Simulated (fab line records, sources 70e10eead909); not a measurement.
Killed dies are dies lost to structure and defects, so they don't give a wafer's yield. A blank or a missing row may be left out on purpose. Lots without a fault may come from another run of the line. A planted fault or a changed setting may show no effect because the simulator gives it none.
fab line records | flow nand_harc
record lots=13 wafers=39 last_day=34
route steps=1302 shown A_ONON_D1@425 A_CHANNEL_HOLE_D1@467 END@1302
lots that met no fault: from a run of the same line without faults
start_h: hours from the record's first day to the start of the lot's first wafer shown | wait_h: hours since the lot's step before | " the same as in the row above | L1.1+2: a row that stands for several wafers | - no value, or no start given | * or withheld: withheld | < > ~ a bound
route shown NAME@n: a module of which the file shows steps, and the number in the route of the first | usual: mean/standard deviation of fault-free wafers | same: alike in all rows | chamber/n: place in a boat | sites: the reading at each site | _std_site: their standard deviation | _edge_site: outer sites' mean less inner sites' | radius_mm: how far each site lies from the wafer's centre | mask NAME#n: copy n | behind: the tool/chamber that last shaped the wafer | hold: why the lot was held/for how many hours/how that ended | device: the transistor (n, p or np) that didn't switch | end of line: the same wafers' tests at the end of the route | a step without rows: its recipe alone | killed: dies lost to structure and defects at the first sort, not the wafer's yield | map: a wafer's dies, x killed, . not, _ none there
set.NAME: the setting as run; set.NAME@STEP: as run at that earlier step | model.NAME: the simulator's own value behind a step, which no gauge read
steps of the route over a sample of lots; a table a step, a row a wafer
services: from which hour (start_h, from the record's first day; less than 0 if before it) a tool's chamber was out of use, for how many hours, and why
## steps
# step NHARC_A_ONON_D1_THK_MEAS_02
# recipe thk_meas_gauge=ellipsometry
# usual thk_nm=1000/7.9
# columns lot.wafer tool chamber start_h wait_h thk_nm
L289.4 film_metro-01 - 172.74 - 1009
L289.5 " - " " 1008
L289.6 " - " " 1010
L290.3 film_metro-02 - 180.40 - 1001
L290.4 " - " " 1003
L290.6 " - " " 1003
L292.4 film_metro-02 - 202.14 - 999
L292.5 " - " " 1000
L292.6 " - " " 999
L293.1 film_metro-01 - 211.82 - 990
L293.4 " - " " 991
L293.5 " - " " 992
L294.3 film_metro-01 - 222.26 - 1003
L294.4 " - " " 1002
L294.6 " - " " 1002
L297.1 film_metro-01 - 258.43 - 992
L297.2 " - " " 996
L297.6 " - " " 995
L298.2 film_metro-02 - 267.77 - 986
L298.3 " - " " 987
L298.4 " - " " 987
L299.1 film_metro-02 - 283.46 - 998
L299.2 " - " " 999
L299.4 " - " " 1000
L307.1 film_metro-01 - 353.32 - 987
L307.4 " - " " 984
L307.6 " - " " 986
L308.3 film_metro-01 - 364.96 - 1000
L308.4 " - " " 1002
L308.5 " - " " 1002
L309.2 film_metro-01 - 377.67 - 997
L309.4 " - " " 997
L309.6 " - " " 998
L310.2 film_metro-02 - 388.93 - 999
L310.4 " - " " 999
L310.6 " - " " 999
L311.4 film_metro-01 - 388.94 - 1002
L311.5 " - " " 1004
L311.6 " - " " 1005
# step NHARC_A_ONON_D1_THK_MEAS_08
# recipe thk_meas_gauge=ellipsometry
# usual thk_nm=1001/9.4
# columns lot.wafer tool chamber start_h wait_h thk_nm
L289.4 film_metro-01 - 173.87 - 1010
L289.5 " - " " 1010
L289.6 " - " " 1010
L290.3 film_metro-01 - 181.55 - 1001
L290.4 " - " " 1002
L290.6 " - " " 1000
L292.4 film_metro-01 - 203.27 - 989
L292.5 " - " " 990
L292.6 " - " " 988
L293.1 film_metro-01 - 212.95 - 1006
L293.4 " - " " 1006
L293.5 " - " " 1007
L294.3 film_metro-01 - 223.38 - 988
L294.4 " - " " 987
L294.6 " - " " 988
L297.1 film_metro-01 - 259.57 - 1016
L297.2 " - " " 1015
L297.6 " - " " 1015
L298.2 film_metro-02 - 268.90 - 1011
L298.3 " - " " 1010
L298.4 " - " " 1012
L299.1 film_metro-01 - 284.60 - 1005
L299.2 " - " " 1006
L299.4 " - " " 1005
L307.1 film_metro-01 - 354.45 - 1000
L307.4 " - " " 999
L307.6 " - " " 1000
L308.3 film_metro-02 - 366.11 - 993
L308.4 " - " " 996
L308.5 " - " " 996
L309.2 film_metro-01 - 378.80 - 998
L309.4 " - " " 997
L309.6 " - " " 998
L310.2 film_metro-01 - 390.06 - 995
L310.4 " - " " 995
L310.6 " - " " 996
L311.4 film_metro-02 - 390.06 - 982
L311.5 " - " " 981
L311.6 " - " " 982
# step NHARC_A_CHANNEL_HOLE_D1_ETCH_39
# recipe target_depth_a=2600 over_etch_frac=0.3 time_s=325 ion_energy_ev=200 n2_flow_sccm=150 h2_flow_sccm=150 ar_flow_sccm=0 rf_w=400 bias_w=150 chemistry=N2/H2
# usual drypump_motor_current_A=5.6/0.42 oes_product_au=0.997/0.012 rf_vpp_V=429.9/2.7 showerhead_plenum_p_Torr=2.02/0.09 throttle_valve_pct=14.171/0.0089
# same time_s=325
# columns lot.wafer tool chamber start_h wait_h drypump_motor_current_A oes_product_au rf_hours_counter_h rf_vpp_V showerhead_plenum_p_Torr throttle_valve_pct
L289.4 rie_diel-05 1 189.81 - 5.5 0.998 11 428.7 1.95 14.162
L289.6 " 1 " " 5.5 1.006 - 427.4 1.95 14.170
L289.5 " 2 " " 6.3 0.988 - 426.2 1.92 14.163
L290.3 rie_diel-05 3 198.08 - 5.2 0.982 12 430.9 2.04 14.160
L290.4 " 1 " " 5.5 1.008 12 427.8 1.94 14.165
L290.6 " 3 " " 5.2 0.985 - 431.0 2.04 14.170
L292.4 rie_diel-09 2 222.08 - 6.4 1.007 24 430.9 2.07 14.161
L292.5 " 1 " " 5.9 0.996 - 429.0 2.00 14.162
L292.6 " 2 " " 6.5 0.996 - 429.9 2.07 14.174
L293.1 rie_diel-05 2 228.12 - 6.3 0.992 14 428.1 1.92 14.161
L293.4 " 1 " " 5.5 0.996 14 428.2 1.94 14.154
L293.5 " 3 " " 5.2 0.978 - 430.2 2.04 14.181
L294.4 rie_diel-09 0 242.73 - 6.0 0.987 32 433.0 2.14 14.190
L294.3 " 2 " " 6.4 0.999 28 431.5 2.06 14.167
L294.6 " 0 " " 6.0 0.985 - 434.5 2.14 14.168
L297.1 rie_diel-05 3 274.25 - 5.2 0.986 3 431.6 2.04 14.182
L297.2 " 0 " " 5.3 0.868 3 433.8 2.14 14.156
L297.6 " 0 " " 5.3 0.871 - 433.1 2.14 14.169
L298.4 rie_diel-05 0 283.77 - 5.3 0.871 3 433.3 2.14 14.172
L298.2 " 1 " " 5.5 0.999 3 427.7 1.94 14.166
L298.3 " 2 " " 6.3 0.985 4 427.1 1.92 14.185
L299.1 rie_diel-05 0 303.27 - 5.3 0.880 5 433.3 2.14 14.166
L299.2 " 1 " " 5.5 1.002 6 426.6 1.94 14.176
L299.4 " 2 " " 6.3 0.982 6 427.1 1.92 14.178
L307.4 rie_diel-05 3 370.33 - 5.2 0.990 12 430.6 2.03 14.160
L307.1 " 0 " " 5.3 1.010 11 432.3 2.14 14.162
L307.6 " 2 " " 6.3 0.988 - 426.1 1.91 14.175
L308.3 rie_diel-05 1 381.98 - 5.5 1.003 12 428.0 1.94 14.179
L308.4 " 3 " " 5.2 0.985 14 429.5 2.03 14.161
L308.5 " 1 " " 5.5 1.004 - 427.6 1.94 14.177
L309.4 rie_diel-05 0 395.28 - 5.3 1.010 13 432.8 2.14 14.165
L309.2 " 1 " " 5.5 1.010 13 427.7 1.94 14.172
L309.6 " 2 " " 6.3 0.990 - 428.6 1.91 14.181
L310.2 rie_diel-05 1 406.36 - 5.5 1.013 15 427.8 1.94 14.169
L310.4 " 2 " " 6.3 0.982 16 426.0 1.91 14.160
L310.6 " 3 " " 5.2 0.992 - 431.7 2.03 14.173
L311.4 rie_diel-12 2 406.60 - 5.6 1.018 42 431.3 2.10 14.175
L311.6 " 2 " " 5.7 1.031 - 431.1 2.10 14.160
L311.5 " 3 " " 5.9 0.987 - 426.2 1.88 14.161
# step NHARC_A_CHANNEL_HOLE_D1_STRIP_27
# recipe o2_flow_sccm=500 ar_flow_sccm=0 bias_w=0 chemistry=O2
# usual drypump_motor_current_A=5.7/0.4 oes_product_au=0.999/0.012 rf_vpp_V=57.6/0.79 showerhead_plenum_p_Torr=3.52/0.15 throttle_valve_pct=17.037/0.009
# columns lot.wafer tool chamber start_h wait_h drypump_motor_current_A oes_product_au rf_hours_counter_h rf_vpp_V showerhead_plenum_p_Torr throttle_valve_pct
L289.4 rie_diel-05 3 - - 5.2 0.991 11 57.6 3.52 17.029
L289.6 " 1 " " 5.5 1.005 - 59.2 3.38 17.038
L289.5 " 2 " " 6.2 0.993 - 57.4 3.34 17.047
L290.4 rie_diel-05 2 - - 6.3 0.999 13 57.8 3.34 17.049
L290.3 " 1 " " 5.5 1.005 12 58.9 3.38 17.031
L290.6 " 3 " " 5.2 0.992 - 58.3 3.52 17.038
L292.6 rie_diel-09 1 - - 5.9 1.002 - 58.3 3.46 17.038
L292.4 " 3 " " 5.8 1.005 - 58.1 3.79 17.038
L292.5 " 0 " " 6.0 0.996 - 59.3 3.68 17.027
L293.1 rie_diel-12 1 - - 5.9 1.029 54 58.3 3.60 17.035
L293.4 " 3 " " 5.9 0.989 51 57.0 3.30 17.052
L293.5 " 1 " " 5.9 1.025 - 58.6 3.60 17.033
L294.4 rie_diel-09 1 - - 5.9 1.004 32 58.5 3.46 17.041
L294.3 " 2 " " 6.5 1.012 29 57.0 3.56 17.034
L294.6 " 2 " " 6.5 1.009 - 56.9 3.56 17.049
L297.2 rie_diel-05 0 - - 5.3 1.010 3 58.2 3.68 17.023
L297.1 " 2 " " 6.3 0.989 3 56.5 3.34 17.032
L297.6 " 0 " " 5.3 1.006 - 56.9 3.68 17.046
L298.3 rie_diel-05 1 - - 5.5 0.998 4 57.6 3.38 17.039
L298.2 " 2 " " 6.3 0.985 5 57.9 3.33 17.040
L298.4 " 3 " " 5.1 0.999 5 56.3 3.52 17.030
L299.4 rie_diel-12 3 - - 5.9 0.972 14 57.0 3.29 17.033
L299.1 " 0 " " 5.7 0.990 12 57.3 3.58 17.067
L299.2 " 2 " " 5.7 1.017 12 58.4 3.64 17.027
L307.1 rie_diel-05 3 - - 5.2 0.989 14 57.8 3.51 17.036
L307.4 " 2 " " 6.3 0.974 13 57.5 3.33 17.034
L307.6 " 3 " " 5.2 0.981 - 57.3 3.52 17.031
L308.3 rie_diel-05 0 - - 5.3 1.014 12 56.8 3.68 17.046
L308.4 " 1 " " 5.5 1.008 13 57.1 3.37 17.038
L308.5 " 0 " " 5.3 1.006 - 57.8 3.68 17.045
L309.2 rie_diel-05 2 - - 6.3 0.984 15 55.8 3.33 17.045
L309.4 " 1 " " 5.5 1.013 14 58.0 3.37 17.042
L309.6 " 2 " " 6.3 0.991 - 56.1 3.33 17.057
L310.4 rie_diel-12 3 - - 5.9 0.981 43 57.2 3.28 17.036
L310.2 " 2 " " 5.6 1.019 43 58.0 3.62 17.042
L310.6 " 3 " " 5.9 0.982 - 57.7 3.28 17.043
L311.4 rie_diel-09 2 - - 6.4 0.993 - 59.1 3.54 17.036
L311.5 " 3 " " 5.8 1.006 - 58.5 3.76 17.031
L311.6 " 0 " " 6.0 0.995 - 58.8 3.65 17.034
# step NHARC_END_SORT_01
# recipe temp_c=25
# usual killed_at_array=56/19 killed_at_other=0.8/1.1 killed_at_periphery=3.4/2.5 killed_dies=60/19 killed_open=2.9/1.7 killed_short=2.4/1.6
# same gross_dies=677
# columns lot.wafer tool chamber start_h wait_h killed_at_array killed_at_other killed_at_periphery killed_dies killed_open killed_short
L297.6 prober-02 0 663.08 4.0 74 1 1 76 3 2
# killed by level:class
L297.6 A_SLIT:chamber_film_flake=34 A_CHANNEL_HOLE_D1:chamber_film_flake=29 A_M0:chamber_film_flake=3 P_STI:geometric_particle:open=1 A_SOURCE_PLATE:geometric_particle:open=1 A_CHANNEL_FILL_D1:geometric_particle:short=1 A_ONON_D2:geometric_particle:short=1 A_CONTACT:geometric_particle:open=1
## services
# columns tool chamber start_h hours kind
rie_diel-09 2 168.44 2.5 repair
rie_diel-05 - 171.47 5.2 repair
rie_diel-09 1 182.67 15.7 repair
rie_diel-05 0 184.32 - clean
rie_diel-05 1 184.32 - clean
rie_diel-05 2 184.32 - clean
rie_diel-05 3 184.32 - clean
rie_diel-12 2 200.63 10.0 repair
rie_diel-05 0 208.82 - clean
rie_diel-05 1 208.82 - clean
rie_diel-05 2 208.82 - clean
rie_diel-05 3 208.82 - clean
rie_diel-12 0 212.52 8.3 repair
rie_diel-09 2 229.23 8.9 repair
rie_diel-05 - 229.60 9.0 pm
rie_diel-05 0 229.60 9.0 vent_cycle
rie_diel-05 1 229.60 9.0 vent_cycle
rie_diel-12 1 238.83 9.6 repair
rie_diel-12 - 268.96 9.0 pm
rie_diel-09 - 320.14 9.0 pm
rie_diel-05 0 335.23 14.1 repair
rie_diel-09 1 343.46 7.0 repair
rie_diel-09 1 351.65 5.3 repair
rie_diel-09 2 384.43 16.1 repair
## key
first_sign step=NHARC_A_CHANNEL_HOLE_D1_ETCH_39 reading=oes_product_au direction=down sigmas=10 usual=0.997 struck=0.872
effect none on later readings
met_at NHARC_A_CHANNEL_HOLE_D1_ETCH_39
struck_lots L297,L298,L299
struck_wafers L297.2,L297.6,L298.4,L299.1
tester_left_out L297,L298,L299
not_acting_at NHARC_A_ONON_D1_THK_MEAS_02,NHARC_A_ONON_D1_THK_MEAS_08,NHARC_A_CHANNEL_HOLE_D1_STRIP_27
fault kind=process_parameter_drift tool=rie_diel-05 chamber=0 onset_h=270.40 steps=NHARC_A_CHANNEL_HOLE_D1_ETCH_39 channel=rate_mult offset=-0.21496 shape=step end_h=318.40
# tester_left_out: of these lots the tester's yield and bins aren't shown, on N5 and GAA mostly nor the transistor test; their killed dies are dies lost to structure and defects alone, not to doping, threshold or leakage, so they don't give the yield
